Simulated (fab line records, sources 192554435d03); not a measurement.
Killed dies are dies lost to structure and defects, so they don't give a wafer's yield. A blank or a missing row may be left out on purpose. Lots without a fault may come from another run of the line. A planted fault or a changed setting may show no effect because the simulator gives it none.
fab line records | flow n5_finfet
record lots=7 wafers=39
route steps=1938 shown BEOL_M5@1160 BEOL_M10@1526 MIM_BOT_ETCH@1868 PASSIVATION@1903
start_h: hours from the record's first day to the start of the lot's first wafer shown | wait_h: hours since the lot's step before | " the same as in the row above | L1.1+2: a row that stands for several wafers | - no value, or no start given | * or withheld: withheld | < > ~ a bound
route shown NAME@n: a module of which the file shows steps, and the number in the route of the first | usual: mean/standard deviation of fault-free wafers | same: alike in all rows | chamber/n: place in a boat | sites: the reading at each site | _std_site: their standard deviation | _edge_site: outer sites' mean less inner sites' | radius_mm: how far each site lies from the wafer's centre | mask NAME#n: copy n | behind: the tool/chamber that last shaped the wafer | hold: why the lot was held/for how many hours/how that ended | device: the transistor (n, p or np) that didn't switch | end of line: the same wafers' tests at the end of the route | a step without rows: its recipe alone | killed: dies lost to structure and defects at the first sort, not the wafer's yield | map: a wafer's dies, x killed, . not, _ none there
set.NAME: the setting as run; set.NAME@STEP: as run at that earlier step | model.NAME: the simulator's own value behind a step, which no gauge read
lots whose settings were changed on purpose; a table a step, a row a wafer
## steps
# step N5_BEOL_M5_TRENCH_ETCH_37
# recipe chemistry=C4F6/O2 target_depth_a=716.52 target=SiCOH_lowk time_s=24.7 ion_energy_ev=250 pressure_mtorr=30 source_w=345 bias_w=185 Ar_flow_sccm=300 C4F6_flow_sccm=10 O2_flow_sccm=10
# columns lot.wafer tool chamber start_h wait_h set.time_s model.BEOL_M5.feature_depth_nm model.etch.depth_nm
L075.1 rie_diel-02 1 - - 24.7 73.4 73.42
L075.2 " 0 " " 24.7 70.8 70.89
L075.3 " 3 " " 20.61 60.2 60.25
L075.4 " 2 " " 20.61 58.4 58.46
L075.5 " 3 " " 24.7 71.4 71.48
L075.6 " 2 " " 20.61 58.2 58.28
L084.1 rie_diel-01 0 - - 24.7 73.4 73.49
L084.2 " 3 " " 24.7 72 72.02
L084.3 " 2 " " 24.7 70 69.91
L084.4 " 1 " " 35.06 106.2 106.1
L084.5 " 0 " " 35.06 104 104
L084.6 " 1 " " 35.06 106.2 106.2
L085.1 rie_diel-04 1 - - 24.7 74 74.07
L085.2 " 2 " " 24.7 74.2 74.23
L085.3 " 3 " " 24.7 69.8 69.89
L085.4 " 0 " " 24.7 72.6 72.54
L085.5 " 2 " " 24.7 74 74.06
L085.6 " 3 " " 24.7 69.4 69.37
L088.1 rie_diel-02 0 - - 16.97 49.2 49.1
L088.2 " 1 " " 16.97 49.8 49.84
L088.3 " 3 " " 24.7 72 71.94
L088.4 " 2 " " 24.7 69.8 69.79
L088.5 " 3 " " 16.97 49.4 49.36
L088.6 " 2 " " 24.7 70 70.08
L089.1 rie_diel-02 3 - - 24.7 71.6 71.66
L089.4 " 2 " " 24.7 69.4 69.43
L089.5 " 3 " " 24.7 71.4 71.39
L090.1 rie_diel-01 1 - - 24.7 74.8 74.82
L090.2 " 2 " " 24.7 70 70.05
L090.3 " 3 " " 24.7 72.2 72.21
L090.4 " 0 " " 24.7 73 73.04
L090.5 " 0 " " 24.7 73.4 73.3
L090.6 " 3 " " 24.7 72.8 72.81
L092.1 rie_diel-04 3 - - 24.7 69.6 69.6
L092.2 " 0 " " 17.84 52.4 52.41
L092.3 " 2 " " 24.7 73.8 73.76
L092.4 " 1 " " 17.84 53 53.09
L092.5 " 2 " " 24.7 73 73.09
L092.6 " 3 " " 17.84 50.8 50.82
# step N5_BEOL_M5_ETCH_41
# recipe chemistry=CH3F/O2 target=SiCN target_depth_a=315 taper_deg=2 time_s=56.7 ion_energy_ev=120 mask_material=TiN pressure_mtorr=30 source_w=395 bias_w=75 Ar_flow_sccm=150 CH3F_flow_sccm=30 O2_flow_sccm=20
# step N5_BEOL_M5_STRIP_91
# recipe chemistry=N2/H2 time_s=10 power_w=450 temp_c=40 pressure_mtorr=20 rf_frequency_hz=6e+07 bias_power_w=7 n2_flow_sccm=200 h2_flow_sccm=200
# step N5_BEOL_M5_OCD_MEAS_38
# usual trench_depth_nm=72.0/1.5
# columns lot.wafer tool chamber start_h wait_h set.time_s@BEOL_M5_TRENCH_ETCH_37 trench_depth_nm
L075.1 ocd-01 - 175.77 - 24.7 73.1
L075.2 " - " " 24.7 70.8
L075.3 " - " " 20.61 60.4
L075.4 " - " " 20.61 58.7
L075.5 " - " " 24.7 71.8
L075.6 " - " " 20.61 58.0
L084.1 ocd-01 - 226.95 - 24.7 73.0
L084.2 " - " " 24.7 72.3
L084.3 " - " " 24.7 69.6
L084.4 " - " " 35.06 106.3
L084.5 " - " " 35.06 103.5
L084.6 " - " " 35.06 106.2
L085.1 ocd-01 - 235.37 - 24.7 74.3
L085.2 " - " " 24.7 74.3
L085.3 " - " " 24.7 69.7
L085.4 " - " " 24.7 73.0
L085.5 " - " " 24.7 73.9
L085.6 " - " " 24.7 69.3
L088.1 ocd-02 - 250.47 - 16.97 49.1
L088.2 " - " " 16.97 49.9
L088.3 " - " " 24.7 71.9
L088.4 " - " " 24.7 70.2
L088.5 " - " " 16.97 49.5
L088.6 " - " " 24.7 70.2
L089.1 ocd-02 - 266.27 - 24.7 71.7
L089.4 " - " " 24.7 69.2
L089.5 " - " " 24.7 71.3
L090.1 ocd-01 - 270.26 - 24.7 74.5
L090.2 " - " " 24.7 70.2
L090.3 " - " " 24.7 72.1
L090.4 " - " " 24.7 72.9
L090.5 " - " " 24.7 73.3
L090.6 " - " " 24.7 72.9
L092.1 ocd-02 - 273.00 - 24.7 69.8
L092.2 " - " " 17.84 52.2
L092.3 " - " " 24.7 74.2
L092.4 " - " " 17.84 52.3
L092.5 " - " " 24.7 73.2
L092.6 " - " " 17.84 50.7
# step N5_BEOL_M5_HM_STRIP_39
# recipe chemistry=peroxide_tin_strip material=TiN target_depth_a=250 temp_c=50 time_s=158
# step N5_BEOL_M5_SRD_40
# recipe time_s=30 temp_c=23 rinse_liquid=diw dry=ipa_marangoni
# step N5_BEOL_M5_ECD_50
# recipe material=Cu target_thk_a=3000
# step N5_BEOL_M5_ANNEAL_51
# recipe temp_c=225 time_s=90 ambient=N2
# step N5_BEOL_M5_CMP_52
# recipe stop_on=SiCOH_lowk t_overpolish_s=6.9 down_force_psi=1 platen_rpm=50 clearing_platen_down_force_psi=1.5 clearing_platen_rpm=50 post_cmp_clean=cu_alkaline target_thk_nm=62 clearing_platen_pad_velocity_m_s=0.99484 pad_velocity_m_s=0.99484
# columns lot.wafer tool chamber start_h wait_h set.time_s@BEOL_M5_TRENCH_ETCH_37 model.Cu_of_BEOL_M5_ECD_50.thk_nm
L075.4 cmp-03 1 182.68 0.1 20.61 51.4
L075.3 " 2 " " 20.61 50
L075.1 " 3 " " 24.7 62.6
L075.2 " 0 " " 24.7 62.8
L075.5 " 1 " " 24.7 63.2
L075.6 " 2 " " 20.61 49.6
L084.4 cmp-02 1 233.25 0.1 35.06 97
L084.3 " 2 " " 24.7 59.8
L084.1+2 " 3,0 " " 24.7 62.4
L084.6 " 1 " " 35.06 96.4
L084.5 " 2 " " 35.06 94.2
L085.2+5 cmp-02 2,3 242.85 0.2 24.7 63.4
L085.1 " 3 " " 24.7 64.8
L085.4 " 0 " " 24.7 62.4
L085.3 " 1 " " 24.7 61
L085.6 " 2 " " 24.7 60.6
L088.2 cmp-03 1 256.66 0.2 16.97 40.2
L088.1 " 2 " " 16.97 39
L088.3 " 3 " " 24.7 59.4
L088.4 " 0 " " 24.7 59.8
L088.5 " 1 " " 16.97 41.2
L088.6 " 2 " " 24.7 59.6
L089.4 cmp-03 3 272.98 0.2 24.7 58.6
L089.1 " 0 " " 24.7 63.2
L089.5 " 3 " " 24.7 61.2
L090.4+6 cmp-02 0 278.05 0.1 24.7 63
L090.2 " 1 " " 24.7 61.2
L090.3 " 2 " " 24.7 62.4
L090.1 " 3 " " 24.7 65
L090.5 " 1 " " 24.7 66.4
L092.1 cmp-02 2 280.00 0.3 24.7 60.6
L092.4 " 3 " " 17.84 44
L092.2 " 0 " " 17.84 42.4
L092.3 " 1 " " 24.7 66.2
L092.6 " 2 " " 17.84 41.4
L092.5 " 3 " " 24.7 64.4
# step N5_BEOL_M5_THK_MEAS_53
# recipe thk_meas_gauge=xrf reads=Cu_of_BEOL_M5_ECD_50
# usual M5_THK=62.0/1.8
# columns lot.wafer tool chamber start_h wait_h set.time_s@BEOL_M5_TRENCH_ETCH_37 M5_THK[nm]
L075.1 film_metro-01 - 182.98 - 24.7 62.0
L075.2 " - " " 24.7 62.0
L075.3 " - " " 20.61 49.3
L075.4 " - " " 20.61 50.8
L075.5 " - " " 24.7 62.6
L075.6 " - " " 20.61 49.1
L084.1 film_metro-02 - 233.55 - 24.7 62.1
L084.2 " - " " 24.7 61.7
L084.3 " - " " 24.7 59.2
L084.4 " - " " 35.06 95.5
L084.5 " - " " 35.06 93.3
L084.6 " - " " 35.06 95.4
L085.1 film_metro-01 - 243.14 - 24.7 64.5
L085.2 " - " " 24.7 63.3
L085.3 " - " " 24.7 60.7
L085.4 " - " " 24.7 62.2
L085.5 " - " " 24.7 62.9
L085.6 " - " " 24.7 60.2
L088.1 film_metro-01 - 256.95 - 16.97 38.5
L088.2 " - " " 16.97 39.8
L088.3 " - " " 24.7 59.0
L088.4 " - " " 24.7 59.3
L088.5 " - " " 16.97 40.8
L088.6 " - " " 24.7 58.9
L089.1 film_metro-02 - 273.23 - 24.7 62.4
L089.4 " - " " 24.7 58.2
L089.5 " - " " 24.7 60.4
L090.1 film_metro-01 - 278.34 - 24.7 64.4
L090.2 " - " " 24.7 60.6
L090.3 " - " " 24.7 62.1
L090.4 " - " " 24.7 62.7
L090.5 " - " " 24.7 65.7
L090.6 " - " " 24.7 62.6
L092.1 film_metro-02 - 280.30 - 24.7 60.2
L092.2 " - " " 17.84 42.1
L092.3 " - " " 24.7 65.5
L092.4 " - " " 17.84 43.9
L092.5 " - " " 24.7 64.0
L092.6 " - " " 17.84 41.3
# step N5_BEOL_M5_PRE_CLEAN_77
# recipe gas=NH3/H2 time_s=15 temp_c=* rf_power_w=300
# step N5_BEOL_M5_CO_CAP_78
# recipe material=Co target_thk_a=20 temp_c=200 precursor=CCTBA/H2 pressure_torr=30 time_s=102.1
# step N5_BEOL_M5_PRE_CLEAN_55
# recipe gas=NH3 time_s=15 temp_c=withheld rf_power_w=300
# step N5_BEOL_M5_DEP_56
# recipe material=SiCN target_thk_a=80 temp_c=withheld precursor=3MS/NH3 pressure_torr=3 rf_w=202 time_s=14
# step N5_BEOL_M5_RS_MEAS_57
# recipe thk_meas_gauge=four-point-probe reads=Co_of_BEOL_M5_CO_CAP_78+Cu_of_BEOL_M5_ECD_50+Co_of_BEOL_M5_CVD_47+TaN_of_BEOL_M5_ALD_86
# usual M5_RS=0.382/0.013
# columns lot.wafer tool chamber start_h wait_h set.time_s@BEOL_M5_TRENCH_ETCH_37 M5_RS[ohm/sq]
L075.1 film_metro-01 - 183.24 0.0 24.7 0.381
L075.2 " - " " 24.7 0.380
L075.3 " - " " 20.61 0.504
L075.4 " - " " 20.61 0.487
L075.5 " - " " 24.7 0.378
L075.6 " - " " 20.61 0.507
L084.1 film_metro-02 - 233.81 0.0 24.7 0.383
L084.2 " - " " 24.7 0.383
L084.3 " - " " 24.7 0.403
L084.4 " - " " 35.06 0.228
L084.5 " - " " 35.06 0.236
L084.6 " - " " 35.06 0.229
L085.1 film_metro-01 - 243.40 0.0 24.7 0.366
L085.2 " - " " 24.7 0.376
L085.3 " - " " 24.7 0.394
L085.4 " - " " 24.7 0.383
L085.5 " - " " 24.7 0.376
L085.6 " - " " 24.7 0.399
L088.1 film_metro-01 - 257.22 0.0 16.97 0.690
L088.2 " - " " 16.97 0.662
L088.3 " - " " 24.7 0.406
L088.4 " - " " 24.7 0.403
L088.5 " - " " 16.97 0.643
L088.6 " - " " 24.7 0.405
L089.1 film_metro-02 - 273.49 0.0 24.7 0.376
L089.4 " - " " 24.7 0.412
L089.5 " - " " 24.7 0.391
L090.1 film_metro-01 - 278.60 0.0 24.7 0.365
L090.2 " - " " 24.7 0.392
L090.3 " - " " 24.7 0.383
L090.4 " - " " 24.7 0.380
L090.5 " - " " 24.7 0.356
L090.6 " - " " 24.7 0.378
L092.1 film_metro-02 - 280.56 0.0 24.7 0.396
L092.2 " - " " 17.84 0.618
L092.3 " - " " 24.7 0.356
L092.4 " - " " 17.84 0.589
L092.5 " - " " 24.7 0.369
L092.6 " - " " 17.84 0.638
# step N5_BEOL_M10_CVD_75
# recipe material=Co target_thk_a=20 temp_c=withheld precursor=CCTBA/H2 pressure_torr=30 time_s=138.9
# columns lot.wafer tool chamber start_h wait_h set.target_thk_a model.Co_of_BEOL_M10_CVD_75.thk_nm
L075.1+2+3 cvd_co-01 2,0,1 224.43 0.2 30.05 2.8
L075.4+6 " 2,0 " " 20 2
L075.5 " 1 " " 20 1.8
L084.1+6 cvd_co-02 1,0 274.22 0.1 27 2.8
L084.2 " 0 " " 27 2.6
L084.3+4+5 " 2,1,2 " " 20 2
L085.1+4+6 cvd_co-02 0,2,1 282.23 0.1 20 2
L085.2+3+5 " 2,1,0 " " 25.86 2.6
L088.1+6 cvd_co-02 0 296.99 0.2 20 2
L088.2+3 " 2,1 " " 15.84 1.8
L088.4 " 2 " " 20 2.2
L088.5 " 1 " " 15.84 1.6
L089.1 cvd_co-01 1 313.69 0.1 20 1.8
L089.4+5 " 0,2 " " 20 2
L092.1 cvd_co-01 0 317.34 0.1 28.23 2.8
L092.2 " 2 " " 20 1.8
L092.3+4 " 1,2 " " 28.23 2.6
L092.5+6 " 1,0 " " 20 2
L090.1+3+5+6 cvd_co-02 2,0,1,2 317.48 0.1 20 2
L090.2+4 " 1,0 " " 20 2.2
# step N5_MIM_BOT_ETCH_ETCH_00
# recipe chemistry=Cl2/BCl3 target=TiN target_depth_a=455 ion_energy_ev=150 pressure_mtorr=10 icp_w=1000 bias_w=126 Cl2_flow_sccm=53.25 bcl3_flow_sccm=21.75 Ar_flow_sccm=25
# columns lot.wafer tool chamber start_h wait_h set.target_depth_a model.etch.depth_nm
L075.1 rie_metal-01 1 256.24 0.1 455 45.78
L075.2+4+5 " 0,1,1 " " 455 45.62
L075.3 " 0 " " 455 45.37
L075.6 " 0 " " 455 45.4
L084.1 rie_metal-02 1 312.14 0.1 455 47.19
L084.2 " 0 " " 202.8 20.41
L084.3 " 1 " " 202.8 20.86
L084.4 " 0 " " 455 45.88
L084.5 " 0 " " 455 45.71
L084.6 " 1 " " 202.8 20.88
L085.1 rie_metal-01 0 319.12 0.1 719.6 71.79
L085.2 " 1 " " 455 45.46
L085.3 " 1 " " 719.6 72.35
L085.4 " 0 " " 719.6 73.13
L085.5 " 1 " " 455 45.55
L085.6 " 0 " " 455 45.63
L088.1 rie_metal-01 1 335.93 0.1 455 45.6
L088.2 " 0 " " 348.5 35.12
L088.3 " 0 " " 348.5 34.69
L088.4 " 1 " " 455 45.88
L088.5 " 0 " " 455 45.94
L088.6 " 1 " " 348.5 34.93
L089.1 rie_metal-01 0 352.09 0.1 455 45.88
L089.4 " 0 " " 455 45.44
L089.5 " 0 " " 455 45.52
L092.1 rie_metal-03 1 365.72 0.1 585.7 58.85
L092.2 " 0 " " 585.7 59.54
L092.3 " 1 " " 585.7 58.01
L092.4 " 0 " " 455 46.74
L092.5 " 0 " " 455 46.71
L092.6 " 1 " " 455 45.57
L090.1 rie_metal-03 0 366.59 0.1 311.4 31.42
L090.2 " 1 " " 311.4 30.7
L090.3 " 0 " " 455 45.98
L090.4 " 1 " " 455 45.02
L090.5 " 1 " " 455 44.8
L090.6 " 0 " " 311.4 31.49
# step N5_PASSIVATION_DEVELOP_29
# recipe develop_time_s=60 rinse_liquid=diw dry=air_spin dev_temp_c=21
# columns lot.wafer tool chamber start_h wait_h set.develop_time_s
L075.1+2+4 litho_track-01 0 - - 60
L075.3+5+6 " 0 " " 72.06
L084.1+3+4 litho_track-04 0 - - 60
L084.2+5+6 " 0 " " 41.65
L085.1+2+3 litho_track-01 0 - - 24.52
L085.4+5+6 " 0 " " 60
L088.1+2+3+4+5+6 litho_track-01 0 - - 60
L089.1+4+5 litho_track-02 0 - - 60
L092.1+4+5 litho_track-02 0 - - 60
L092.2+3+6 " 0 " " 90.65
L090.1+2+5 litho_track-02 0 - - 60
L090.3+4+6 " 0 " " 71.13
# step N5_PASSIVATION_HARDBAKE_31
# recipe temp_c=130 time_s=120
# step N5_PASSIVATION_CD_MEAS_30
# recipe target_cd_nm=4000 landing_energy_ev=500 detector=se_inlens polarity=opening
# usual cd_nm=3998.9/1.7
# columns lot.wafer tool chamber start_h wait_h set.develop_time_s@PASSIVATION_DEVELOP_29 cd_nm
L075.1 cd_sem-03 0 259.30 - 60 3999.0
L075.2 " 0 " " 60 3999.7
L075.3 " 0 " " 72.06 4003.1
L075.4 " 0 " " 60 4000.1
L075.5 " 0 " " 72.06 4004.5
L075.6 " 0 " " 72.06 4002.7
L084.1 cd_sem-03 0 314.87 - 60 3999.2
L084.2 " 0 " " 41.65 3991.4
L084.3 " 0 " " 60 3999.4
L084.4 " 0 " " 60 3997.7
L084.5 " 0 " " 41.65 3994.0
L084.6 " 0 " " 41.65 3994.4
L085.1 cd_sem-02 0 322.67 - 24.52 3980.1
L085.2 " 0 " " 24.52 3981.0
L085.3 " 0 " " 24.52 3979.8
L085.4 " 0 " " 60 3998.5
L085.5 " 0 " " 60 3998.3
L085.6 " 0 " " 60 3999.0
L088.1 cd_sem-02 0 338.46 - 60 4001.3
L088.2 " 0 " " 60 4001.9
L088.3 " 0 " " 60 4000.3
L088.4 " 0 " " 60 3999.0
L088.5 " 0 " " 60 3998.4
L088.6 " 0 " " 60 3999.4
L089.1 cd_sem-03 0 355.49 - 60 3998.7
L089.4 " 0 " " 60 3999.9
L089.5 " 0 " " 60 3996.8
L092.1 cd_sem-02 0 368.56 - 60 3996.6
L092.2 " 0 " " 90.65 4005.9
L092.3 " 0 " " 90.65 4008.1
L092.4 " 0 " " 60 3998.6
L092.5 " 0 " " 60 3998.0
L092.6 " 0 " " 90.65 4003.5
L090.1 cd_sem-02 0 370.78 - 60 3999.6
L090.2 " 0 " " 60 3995.4
L090.3 " 0 " " 71.13 4002.9
L090.4 " 0 " " 71.13 4001.6
L090.5 " 0 " " 60 3997.2
L090.6 " 0 " " 71.13 4003.3
## key
split step=N5_BEOL_M5_TRENCH_ETCH_37 setting=time_s stated=24.7 by=wafer
response step=N5_BEOL_M5_TRENCH_ETCH_37 reading=model.BEOL_M5.feature_depth_nm change=+0.752 per=1% r=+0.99
response step=N5_BEOL_M5_TRENCH_ETCH_37 reading=model.etch.depth_nm change=+0.752 per=1% r=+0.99
response step=N5_BEOL_M5_OCD_MEAS_38 reading=trench_depth_nm change=+0.757 per=1% r=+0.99
response step=N5_BEOL_M5_CMP_52 reading=model.Cu_of_BEOL_M5_ECD_50.thk_nm change=+0.751 per=1% r=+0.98
response step=N5_BEOL_M5_THK_MEAS_53 reading=M5_THK change=+0.741 per=1% r=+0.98
response step=N5_BEOL_M5_RS_MEAS_57 reading=M5_RS change=-0.00621 per=1% r=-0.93
split step=N5_BEOL_M10_CVD_75 setting=target_thk_a stated=20 by=wafer
response step=N5_BEOL_M10_CVD_75 reading=model.Co_of_BEOL_M10_CVD_75.thk_nm change=+0.0184 per=1% r=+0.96
split step=N5_MIM_BOT_ETCH_ETCH_00 setting=target_depth_a stated=455 by=wafer
response step=N5_MIM_BOT_ETCH_ETCH_00 reading=model.etch.depth_nm change=+0.457 per=1% r=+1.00
split step=N5_PASSIVATION_DEVELOP_29 setting=develop_time_s stated=60 by=wafer
response step=N5_PASSIVATION_CD_MEAS_30 reading=cd_nm change=+0.236 per=1% r=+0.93
